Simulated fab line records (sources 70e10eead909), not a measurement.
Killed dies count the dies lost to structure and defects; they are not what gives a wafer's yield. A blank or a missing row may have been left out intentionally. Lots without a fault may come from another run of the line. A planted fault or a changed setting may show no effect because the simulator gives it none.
Problem report in the 8D (eight disciplines) form, filled by code | flow nand-harc | the parts of the form that need people (team, actions taken, sign-off) are left out

## 1. PROBLEM STATEMENT
oes-product-au at NHARC_A_SGD_CUT_ETCHBACK_24 reads a mean of 0.82 a.u. on 1 wafer of 1 lot; wafers without a fault read 0.97 a.u. with a standard deviation of 0.037. That is -4.1 standard deviations from the usual mean.
The step: etches the open film in CH3F/O2, target depth 50 nm, time 92.857 s.
First seen on wafer L992.1, day 24 22:02, on rie-diel-10. The record holds 37 wafers of 13 lots with a number at this step. Rule for "out" (also "out of limits"): further than 4 standard deviations from the usual mean. All remaining wafers that have a number are taken as sound.

## 2. WHAT IT IS, WHAT IT ISN'T
question                    | is                     | is not
which readings at this step | oes-product-au         | drypump-motor-current-A, o2-flow-sccm, rf-vpp-V, showerhead-plenum-p-Torr, throttle-valve-pct
which lots                  | L992                   | L100, L102, L979, L981, L982, L985, L986, L988, L990, L996, L998, L999
which wafers of those lots  | all that have a number | -
read on which tools         | rie-diel-10            | rie-diel-01, rie-diel-07
when                        | from day 24 22:02      | up to then (21 sound wafers); but 15 sound wafers of L100, L102, L996, L998, L999 came after

## 3. SUSPECTS, AND WHAT RULES EACH OUT
Counting: a tool stays on the suspect list if, at a process step up to the reading, it processed all lots that are out and no sound lot following the first of them.
- rie-diel-02 at NHARC_A_STAIRCASE_STRIP_476 (strips in O2, time 20 s): ruled out as a lasting fault. Following L992 (day 22 18:26), the first lot on it that is out, the sound lots L996, L998 were run on it.
- pecvd-02 at NHARC_A_STAIRCASE_DEP_417 (deposits Si3N4, target thk 60 nm): ruled out as a lasting fault. Following L992 (day 22 18:38), the first lot on it that is out, the sound lots L998, L102 were run on it.
- pecvd-03 at NHARC_A_STAIRCASE_DEP_151 (deposits SiO2, target thk 7200 nm): ruled out as a lasting fault. Following L992 (day 23 05:47), the first lot on it that is out, the sound lots L998, L999 were run on it.
- rie-diel-10 at NHARC_A_SGD_CUT_ETCHBACK_24 (etches the open film in CH3F/O2, target depth 50 nm, time 92.857 s): ruled out as a lasting fault. Following L992 (day 24 22:02), the first lot on it that is out, the sound lots L999 were run on it.
Left after counting: nothing in the record.

## 4. THE CAUSE (what the simulator had put in)
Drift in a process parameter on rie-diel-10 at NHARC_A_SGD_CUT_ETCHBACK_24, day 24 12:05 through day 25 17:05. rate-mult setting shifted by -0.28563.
Counting ruled it out, wrongly.

## 5. SEQUENCE OF EFFECTS, ordered by route
One row per reading whose mean, taken over the struck wafers that have a number, lies over 3 standard deviations from the usual. Only readings for which the record gives a usual standard deviation are gone through. hours: the time from each lot's start at the first step in this table that gives one to its start at this step, as a median over the lots. sigmas: the change in usual standard deviations.
hours | step                        | reading        | usual     | on struck wafers | change | sigmas
0     | NHARC_A_SGD_CUT_ETCHBACK_24 | oes-product-au | 0.97 a.u. | 0.82             | -0.15  | -4.1
It contains these process steps:
- NHARC_A_SGD_CUT_ETCHBACK_24: etches the open film in CH3F/O2, target depth 50 nm, time 92.857 s.

## 6. WHAT WOULD HAVE CAUGHT IT SOONER
10 hours passed between the start of the fault at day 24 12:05 and the first reading out of limits in this record, taken at day 24 22:02.
